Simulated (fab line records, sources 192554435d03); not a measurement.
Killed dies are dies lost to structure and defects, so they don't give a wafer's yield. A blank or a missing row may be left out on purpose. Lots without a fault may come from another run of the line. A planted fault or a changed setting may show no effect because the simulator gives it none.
fab line records | flow n5_finfet
record lots=8 wafers=21 last_day=17
route steps=1938 shown FIN_SAQP@116 BEOL_M4@1111 PASSIVATION@1936
lots that met no fault: from a run of the same line without faults
start_h: hours from the record's first day to the start of the lot's first wafer shown | wait_h: hours since the lot's step before | " the same as in the row above | L1.1+2: a row that stands for several wafers | - no value, or no start given | * or withheld: withheld | < > ~ a bound
route shown NAME@n: a module of which the file shows steps, and the number in the route of the first | usual: mean/standard deviation of fault-free wafers | same: alike in all rows | chamber/n: place in a boat | sites: the reading at each site | _std_site: their standard deviation | _edge_site: outer sites' mean less inner sites' | radius_mm: how far each site lies from the wafer's centre | mask NAME#n: copy n | behind: the tool/chamber that last shaped the wafer | hold: why the lot was held/for how many hours/how that ended | device: the transistor (n, p or np) that didn't switch | end of line: the same wafers' tests at the end of the route | a step without rows: its recipe alone | killed: dies lost to structure and defects at the first sort, not the wafer's yield | map: a wafer's dies, x killed, . not, _ none there
set.NAME: the setting as run; set.NAME@STEP: as run at that earlier step | model.NAME: the simulator's own value behind a step, which no gauge read
steps of the route over a sample of lots; a table a step, a row a wafer
services: from which hour (start_h, from the record's first day; less than 0 if before it) a tool's chamber was out of use, for how many hours, and why
## steps
# step N5_FIN_SAQP_ETCH_52
# recipe chemistry=N2/H2 target=SOC target_depth_a=1000 overetch_a=200 mask_material=SiARC temp_c=40 time_s=150 ion_energy_ev=200 pressure_mtorr=30 source_w=840 bias_w=150 n2_flow_sccm=200 h2_flow_sccm=200 ends=end_point
# usual drypump_motor_current_A=5.7/0.49 oes_product_au=0.71/0.054 rf_vpp_V=525.4/1.9 showerhead_plenum_p_Torr=2.60/0.059 throttle_valve_pct=17.85/0.2
# columns lot.wafer tool chamber start_h wait_h drypump_motor_current_A oes_product_au rf_hours_counter_h rf_vpp_V showerhead_plenum_p_Torr throttle_valve_pct
L574.3 rie_diel-05 1 22.60 0.0 6.2 0.81 28 526.4 2.59 17.87
L574.5 " 1 " " 6.2 0.81 - 525.4 2.59 17.86
L574.6 " 0 " " 5.5 0.74 - 525.5 2.57 17.80
L576.3 rie_diel-06 2 33.95 0.0 5.5 0.74 63 524.5 2.59 17.70
L576.4 " 3 " " 5.7 0.79 38 526.1 2.58 17.84
L576.6 " 2 " " 5.5 0.75 - 523.9 2.58 17.68
L577.2 rie_diel-06 1 39.59 0.0 5.7 0.66 157 526.0 2.64 17.76
L577.5 " 0 " " 6.4 0.66 - 524.3 2.54 18.17
L581.6 rie_diel-02 2 65.98 0.0 5.1 0.67 - 523.9 2.53 18.08
L593.2 rie_diel-05 0 137.54 0.0 5.5 0.71 102 523.8 2.55 17.87
L593.4 " 1 " " 6.2 0.76 66 522.7 2.57 17.93
L593.5 " 0 " " 5.5 0.70 - 524.8 2.55 17.86
L594.1 rie_diel-06 2 142.22 0.0 5.5 0.71 101 524.3 2.57 17.75
L594.2 " 1 " " 5.7 0.63 192 526.3 2.62 17.82
L594.3 " 3 " " 5.7 0.75 75 523.7 2.57 17.89
L595.2 rie_diel-02 3 148.19 0.0 5.9 0.69 113 524.8 2.56 18.17
L595.3 " 1 " " 6.3 0.63 217 523.4 2.52 17.72
L595.5 " 2 " " 5.1 0.65 - 525.9 2.52 18.14
L597.1 rie_diel-05 0 160.21 0.0 5.5 0.70 110 524.1 2.55 17.87
L597.3 " 2 " " 4.9 0.66 180 526.3 2.64 17.65
L597.5 " 1 " " 6.2 0.75 - 525.4 2.57 17.95
# step N5_FIN_SAQP_RECESS_75
# recipe chemistry=HF/NH3 target=SiO2 target_depth_a=144 afs_cycles=3 temp_c=30 sublimation_temp_c=180 sublimation_time_s=60
# usual drypump_motor_current_A=5.8/0.52
# columns lot.wafer tool chamber start_h wait_h drypump_motor_current_A
L574.3 vapor_etch-02 0 23.34 0.1 5.8
L574.5 " 1 " " 6.4
L574.6 " 0 " " 5.8
L576.3 vapor_etch-01 0 35.00 0.4 5.9
L576.4 " 1 " " 5.0
L576.6 " 0 " " 5.9
L577.2 vapor_etch-01 1 40.20 0.0 5.0
L577.5 " 1 " " 5.0
L581.6 vapor_etch-01 0 67.01 0.3 6.0
L593.2 vapor_etch-01 1 138.15 0.0 5.0
L593.4 " 0 " " 5.9
L593.5 " 0 " " 5.9
L594.1 vapor_etch-02 1 142.84 0.0 6.4
L594.2 " 0 " " 5.8
L594.3 " 0 " " 5.8
L595.2 vapor_etch-02 0 148.80 0.0 5.8
L595.3 " 0 " " 5.8
L595.5 " 0 " " 5.9
L597.1 vapor_etch-01 0 160.88 0.0 5.9
L597.3 " 0 " " 5.9
L597.5 " 0 " " 5.9
# step N5_FIN_SAQP_MANDREL_ETCH_58
# recipe chemistry=HBr/Cl2 target=a-Si target_depth_a=450 bt_time_s=10 stop_on=SiNx mask_material=SiO2 over_etch_frac=0.8 time_s=27 pressure_mtorr=10 icp_w=800 bias_w=75 HBr_flow_sccm=150 Cl2_flow_sccm=80 ends=end_point
# usual drypump_motor_current_A=5.8/0.46 oes_product_au=0.693/0.014 throttle_valve_pct=35.71/0.28
# columns lot.wafer tool chamber start_h wait_h drypump_motor_current_A oes_product_au rf_hours_counter_h throttle_valve_pct
L574.3 rie_si-01 0 24.99 0.0 5.1 0.676 95 35.51
L574.5 " 1 " " 6.3 0.686 - 36.05
L574.6 " 2 " " 5.4 0.696 - 35.50
L576.3 rie_si-01 1 36.65 0.0 6.3 0.686 56 36.03
L576.4 " 3 " " 6.0 0.680 37 36.26
L576.6 " 1 " " 6.3 0.679 - 36.06
L577.2 rie_si-02 2 42.76 0.0 6.1 0.704 0 35.56
L577.5 " 3 " " 5.7 0.687 - 35.81
L581.6 rie_si-02 2 68.58 0.0 6.1 0.711 - 35.54
L593.2 rie_si-01 1 139.69 0.0 6.3 0.690 58 36.05
L593.4 " 2 " " 5.4 0.682 103 35.53
L593.5 " 1 " " 6.3 0.690 - 36.04
L594.1 rie_si-01 0 145.55 0.0 5.1 0.677 97 35.53
L594.2 " 2 " " 5.4 0.670 103 35.55
L594.3 " 3 " " 5.9 0.678 39 36.27
L595.2 rie_si-02 2 150.31 0.0 6.0 0.704 2 35.54
L595.3 " 0 " " 5.2 0.695 27 35.87
L595.5 " 3 " " 5.7 0.687 - 35.83
L597.1 rie_si-01 3 162.51 0.0 6.0 0.676 40 36.25
L597.3 " 1 " " 6.3 0.687 59 36.05
L597.5 " 3 " " 6.0 0.691 - 36.25
# step N5_FIN_SAQP_ETCH_69
# recipe chemistry=N2/H2 target=SOC target_depth_a=1500 stop_on=SiNx ion_energy_ev=100 bias_w=61 pressure_mtorr=30 source_w=850 n2_flow_sccm=200 h2_flow_sccm=200
# usual drypump_motor_current_A=5.8/0.47 oes_product_au=0.79/0.064 rf_vpp_V=241.1/1.1 showerhead_plenum_p_Torr=2.59/0.058 throttle_valve_pct=17.86/0.2
# columns lot.wafer tool chamber start_h wait_h drypump_motor_current_A oes_product_au rf_hours_counter_h rf_vpp_V showerhead_plenum_p_Torr throttle_valve_pct
L574.3 rie_diel-06 3 25.52 - 5.7 0.89 36 242.1 2.58 17.83
L574.5 " 2 " " 5.5 0.83 - 240.6 2.59 17.66
L574.6 " 1 " " 5.7 0.73 - 243.5 2.64 17.72
L576.3 rie_diel-05 1 37.18 - 6.2 0.89 32 240.2 2.59 17.85
L576.4 " 3 " " 5.5 0.88 41 242.6 2.69 17.48
L576.6 " 1 " " 6.2 0.90 - 241.9 2.59 17.85
L577.2 rie_diel-02 2 43.29 - 5.1 0.75 147 239.7 2.54 18.07
L577.5 " 0 " " 6.5 0.92 - 243.9 2.73 17.91
L581.6 rie_diel-06 3 69.11 - 5.7 0.33 - 239.8 2.58 17.80
L593.2 rie_diel-02 2 140.23 - 5.1 0.72 180 240.7 2.52 18.11
L593.4 " 1 " " 6.3 0.70 215 240.5 2.53 17.71
L593.5 " 2 " " 5.1 0.72 - 241.7 2.52 18.12
L594.1 rie_diel-06 3 146.07 - 5.7 0.83 76 240.4 2.57 17.90
L594.2 " 1 " " 5.7 0.70 193 240.9 2.62 17.79
L594.3 " 2 " " 5.5 0.79 102 240.5 2.57 17.75
L595.2 rie_diel-02 2 150.92 - 5.1 0.72 183 241.0 2.52 18.13
L595.3 " 3 " " 5.9 0.77 114 240.1 2.56 18.17
L595.5 " 2 " " 5.1 0.72 - 239.5 2.52 18.12
L597.1 rie_diel-06 0 163.07 - 6.4 0.70 194 241.0 2.52 18.24
L597.3 " 2 " " 5.5 0.77 109 239.8 2.56 17.74
L597.5 " 3 " " 5.7 0.82 - 241.7 2.56 17.91
# step N5_FIN_SAQP_STRIP_70
# recipe chemistry=N2/H2 power_w=500 temp_c=40 pressure_mtorr=50 rf_frequency_hz=6e+07 overash_fraction=0.3 bias_power_w=28 h2_frac=0.5 n2_flow_sccm=300 h2_flow_sccm=300
# usual bias_power_w=28.01/0.081 drypump_motor_current_A=5.8/0.47 oes_product_au=0.80/0.068 rf_vpp_V=122.2/0.86 showerhead_plenum_p_Torr=3.42/0.074 throttle_valve_pct=19.0/0.32
# columns lot.wafer tool chamber start_h wait_h bias_power_w drypump_motor_current_A oes_product_au rf_hours_counter_h rf_vpp_V showerhead_plenum_p_Torr throttle_valve_pct
L574.3 rie_diel-06 3 25.62 0.0 28.02 5.7 0.89 36 122.1 3.41 19.0
L574.5 " 2 " " 28.03 5.5 0.85 - 123.2 3.41 18.7
L574.6 " 1 " " 28.08 5.7 0.73 - 121.8 3.49 18.5
L576.3 rie_diel-05 1 37.28 0.0 28.10 6.2 0.92 32 121.2 3.42 19.2
L576.4 " 3 " " 28.10 5.5 0.89 41 122.0 3.54 18.7
L576.6 " 1 " " 28.22 6.2 0.90 - 121.2 3.42 19.2
L577.2 rie_diel-02 2 43.39 0.0 27.97 5.1 0.75 147 121.1 3.35 19.0
L577.5 " 0 " " 27.96 6.5 0.94 - 122.0 3.60 19.1
L581.6 rie_diel-06 3 69.20 0.0 27.95 5.7 0.88 - 122.8 3.40 19.0
L593.2 rie_diel-02 2 140.33 0.0 28.05 5.1 0.73 180 121.9 3.33 19.1
L593.4 " 1 " " 28.05 6.3 0.70 215 122.2 3.34 18.8
L593.5 " 2 " " 27.97 5.1 0.73 - 121.4 3.33 19.1
L594.1 rie_diel-06 3 146.17 0.0 28.01 5.7 0.83 76 122.4 3.39 19.0
L594.2 " 1 " " 28.03 5.7 0.71 193 121.8 3.46 18.6
L594.3 " 2 " " 28.02 5.5 0.80 102 121.9 3.39 18.8
L595.2 rie_diel-02 2 151.02 0.0 28.09 5.1 0.72 183 121.8 3.33 19.1
L595.3 " 3 " " 27.98 5.9 0.77 114 122.4 3.38 19.4
L595.5 " 2 " " 28.02 5.1 0.72 - 120.6 3.33 19.1
L597.1 rie_diel-06 0 163.17 0.0 28.16 6.4 0.70 194 120.3 3.33 19.6
L597.3 " 2 " " 28.00 5.5 0.78 109 121.6 3.39 18.8
L597.5 " 3 " " 27.90 5.7 0.83 - 122.2 3.39 19.0
# step N5_FIN_SAQP_SPACER2_ETCHBACK_29
# recipe chemistry=CHF3/O2 mode=anisotropic_etchback target=SiO2 target_depth_a=122 time_s=6.1 pressure_mtorr=30 source_w=650 bias_w=170 Ar_flow_sccm=200 CHF3_flow_sccm=50 O2_flow_sccm=5 ion_energy_ev=200
# usual drypump_motor_current_A=5.8/0.51 oes_product_au=0.80/0.068 rf_vpp_V=521/11 showerhead_plenum_p_Torr=2.46/0.047 throttle_valve_pct=18.93/0.23
# columns lot.wafer tool chamber start_h wait_h drypump_motor_current_A oes_product_au rf_hours_counter_h rf_vpp_V showerhead_plenum_p_Torr throttle_valve_pct
L574.3 rie_diel-02 2 26.15 0.2 5.1 0.75 142 514 2.43 19.36
L574.5 " 1 " " 6.3 0.74 - 519 2.40 18.71
L574.6 " 0 " " 6.5 0.96 - 519 2.55 18.80
L576.3 rie_diel-05 3 37.81 0.2 5.5 0.89 41 516 2.54 18.55
L576.4 " 2 " " 4.9 0.77 138 537 2.51 18.56
L576.6 " 1 " " 6.2 0.91 - 536 2.47 18.98
L577.2 rie_diel-02 1 43.92 0.2 6.3 0.72 183 518 2.40 18.71
L577.5 " 1 " " 6.3 0.73 - 519 2.40 18.71
L581.6 rie_diel-02 1 69.75 0.1 6.2 0.28 - 517 2.40 18.59
L593.2 rie_diel-06 2 140.88 0.2 5.5 0.80 100 508 2.43 18.81
L593.4 " 0 " " 6.4 0.71 186 507 2.39 19.22
L593.5 " 3 " " 5.7 0.84 - 531 2.46 19.08
L594.1 rie_diel-05 0 146.87 0.2 5.5 0.81 105 533 2.44 19.20
L594.2 " 3 " " 5.5 0.84 77 515 2.52 18.60
L594.3 " 1 " " 6.2 0.85 69 535 2.45 19.03
L595.2 rie_diel-05 1 151.68 0.2 6.2 0.85 71 535 2.45 19.04
L595.3 " 2 " " 4.9 0.74 176 534 2.49 18.62
L595.5 " 3 " " 5.5 0.83 - 515 2.52 18.61
L597.1 rie_diel-06 0 163.72 0.2 6.4 0.71 195 508 2.39 19.22
L597.3 " 2 " " 5.5 0.78 109 509 2.43 18.82
L597.5 " 2 " " 5.5 0.78 - 509 2.43 18.81
# step N5_FIN_SAQP_INSPECT_40
# recipe inspect_instrument=brightfield mode=aei
# usual raw_defect_count=252/75
# columns lot.wafer tool chamber start_h wait_h raw_defect_count
L574.3 defect_inspect-02 - 26.93 0.0 176
L574.5 " - " " 239
L574.6 " - " " 153
L576.3 defect_inspect-02 - 38.60 0.0 278
L576.4 " - " " 340
L576.6 " - " " 328
L577.2 defect_inspect-01 - 44.87 0.0 390
L577.5 " - " " 221
L581.6 defect_inspect-02 - 70.51 0.0 1785
L593.2 defect_inspect-02 - 141.66 0.0 246
L593.4 " - " " 243
L593.5 " - " " 303
L594.1 defect_inspect-01 - 147.67 0.0 327
L594.2 " - " " 288
L594.3 " - " " 395
L595.2 defect_inspect-02 - 152.46 0.0 196
L595.3 " - " " 205
L595.5 " - " " 157
L597.1 defect_inspect-02 - 164.51 0.0 255
L597.3 " - " " 212
L597.5 " - " " 187
# step N5_BEOL_M4_RC_MEAS_101
# usual DIBL_N=35.9/1.6 DIBL_P=35.6/2.1 IOFF_N=0.149/0.029 IOFF_P=0.20/0.033 ION_N=671/11 ION_P=460/7.3 SS_N=71.4/0.62 SS_P=73.2/0.65 VT_N=251/3.1 VT_P=-251/3.4
# columns lot.wafer tool chamber start_h wait_h DIBL_N[mV/V] DIBL_P[mV/V] IOFF_N[nA/um] IOFF_P[nA/um] ION_N[uA/um] ION_P[uA/um] SS_N[mV/dec] SS_P[mV/dec] VT_N[mV] VT_P[mV]
L574.3 prober-02 0 165.61 0.3 35.4 33.8 0.133 0.15 662 445 70.8 72.5 251 -258
L574.5 " 0 " " 34.5 34.4 0.124 0.15 656 451 70.5 72.7 254 -256
L574.6 " 0 " " 34.0 34.4 0.116 0.16 655 453 69.8 72.6 254 -257
L576.3 prober-01 0 180.00 0.3 34.8 36.8 0.153 0.19 687 462 71.7 73.5 252 -255
L576.4 " 0 " " 35.9 38.6 0.169 0.20 676 455 72.1 73.4 252 -253
L576.6 " 0 " " 33.8 35.6 0.124 0.17 654 454 71.4 72.9 260 -256
L577.2 prober-02 0 182.65 0.2 35.5 36.8 0.138 0.18 668 454 71.2 73.5 251 -256
L577.5 " 0 " " 34.7 35.0 0.136 0.16 668 452 71.5 72.3 253 -256
L593.2 prober-02 0 281.01 0.2 35.2 34.6 0.132 0.20 664 459 71.1 73.1 252 -249
L593.4 " 0 " " 34.2 32.9 0.123 0.18 653 455 71.3 72.2 254 -251
L593.5 " 0 " " 35.3 34.5 0.137 0.19 656 454 71.7 72.8 253 -250
L594.1 prober-01 0 283.36 0.0 35.7 34.9 0.132 0.20 672 465 72.0 73.4 254 -250
L594.2 " 0 " " 33.7 32.6 0.110 0.17 651 454 70.9 72.2 254 -249
L594.3 " 0 " " 36.3 35.9 0.150 0.21 664 453 71.7 73.2 252 -248
L595.2 prober-02 0 288.99 0.2 36.6 35.6 0.183 0.23 677 466 72.1 73.3 245 -249
L595.3 " 0 " " 35.3 35.2 0.175 0.23 686 469 71.3 73.8 245 -248
L595.5 " 0 " " 35.5 34.1 0.161 0.20 670 457 72.1 73.5 248 -251
L597.1 prober-02 0 303.75 0.0 34.6 34.7 0.133 0.19 665 458 71.8 72.8 251 -251
L597.3 " 0 " " 34.9 33.6 0.135 0.16 679 461 71.3 72.4 252 -253
L597.5 " 0 " " 35.7 34.8 0.154 0.19 681 459 71.5 73.6 250 -249
# step N5_PASSIVATION_PROBE_49
# usual defect_limited_yield=90.9/1.5 killed_at_M0_to_M3=36/9.9 killed_at_M4_up=13/4.5 killed_at_contacts=13/6.4 killed_at_front_end=42/12 killed_at_other=3.4/3 killed_dies=107/18 killed_on_rim=14/4.3 killed_open=69/13 killed_short=35/8.2 sort_bin_5_function=5.3/1.1 sort_bin_6_memory=3.4/0.69 sort_n_pass=1073/18 sort_yield_pct=90.9/1.5
# same gross_dies=1180 killed_at_back_side=0 sort_bin_4_leakage[%]=0 sort_bin_8_speed[%]=0
# columns lot.wafer tool chamber start_h wait_h defect_limited_yield[%] killed_at_M0_to_M3 killed_at_M4_up killed_at_contacts killed_at_front_end killed_at_other killed_dies killed_on_rim killed_open killed_short sort_bin_5_function[%] sort_bin_6_memory[%] sort_n_pass sort_yield_pct[%]
L581.6 prober-02 - 308.23 0.3 0.5 43 5 12 1109 5 1174 148 77 53 95.2 4.2 6 0.5
# killed by level:class
L581.6 FIN_SAQP:area_etch=1044 FIN_SAQP:geometric_particle:open=16 BEOL_M0_SAQP:geometric_particle:short=15 BEOL_M0_SAQP:geometric_particle:open=13 FIN_SAQP:geometric_particle:short=11 STI_FIN_REVEAL:geometric_particle:open=11 MOL_CONTACT_COAG:geometric_particle:open=9 BEOL_M2:geometric_particle:open=6
## services
# columns tool chamber start_h hours kind
rie_diel-05 0 8.74 9.8 repair
rie_diel-06 - 9.25 0.5 repair
rie_si-02 2 24.01 - clean
rie_si-02 2 24.01 - consumable_replace:focus_ring
rie_si-02 2 24.01 17.2 scheduled_down
rie_si-02 2 24.01 17.2 vent_cycle
rie_si-01 0 38.30 12.5 repair
rie_diel-02 - 41.23 0.6 repair
rie_si-02 0 53.61 35.2 repair
rie_diel-02 0 64.99 3.1 repair
rie_si-01 2 72.24 3.2 repair
vapor_etch-02 - 77.81 1.0 repair
rie_diel-06 3 91.74 2.4 repair
vapor_etch-02 - 103.18 2.8 pm
rie_si-02 - 109.18 0.2 repair
vapor_etch-01 - 119.15 0.4 repair
rie_si-01 - 153.26 2.8 pm
rie_diel-02 - 156.72 16.8 repair
rie_diel-06 1 161.09 4.9 repair
## key
first_sign step=N5_FIN_SAQP_ETCH_69 reading=oes_product_au direction=down sigmas=7.1 usual=0.79 struck=0.33
effect step=N5_FIN_SAQP_SPACER2_ETCHBACK_29 reading=oes_product_au direction=down sigmas=7.7 usual=0.80 struck=0.28
effect step=N5_FIN_SAQP_INSPECT_40 reading=raw_defect_count direction=up sigmas=20 usual=252 struck=1785
effect step=N5_PASSIVATION_PROBE_49 reading=killed_at_front_end direction=up sigmas=89 usual=42 struck=1109
more_kills_born_at N5_FIN_SAQP_MANDREL_ETCH_58@rie_si-02=1044
met_at N5_FIN_SAQP_MANDREL_ETCH_58
struck_lots L581
later_rows_left_out L581.6
not_acting_at N5_FIN_SAQP_ETCH_52,N5_FIN_SAQP_RECESS_75,N5_FIN_SAQP_STRIP_70
onset_between 42.76 68.58
fault kind=process_parameter_drift tool=rie_si-02 chamber=- onset_h=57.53 steps=N5_FIN_SAQP_MANDREL_ETCH_58 channel=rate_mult offset=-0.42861 shape=step end_h=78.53
# later_rows_left_out: the simulator's readings of these wafers behind a module that went badly wrong aren't trusted and aren't shown, but for the sort
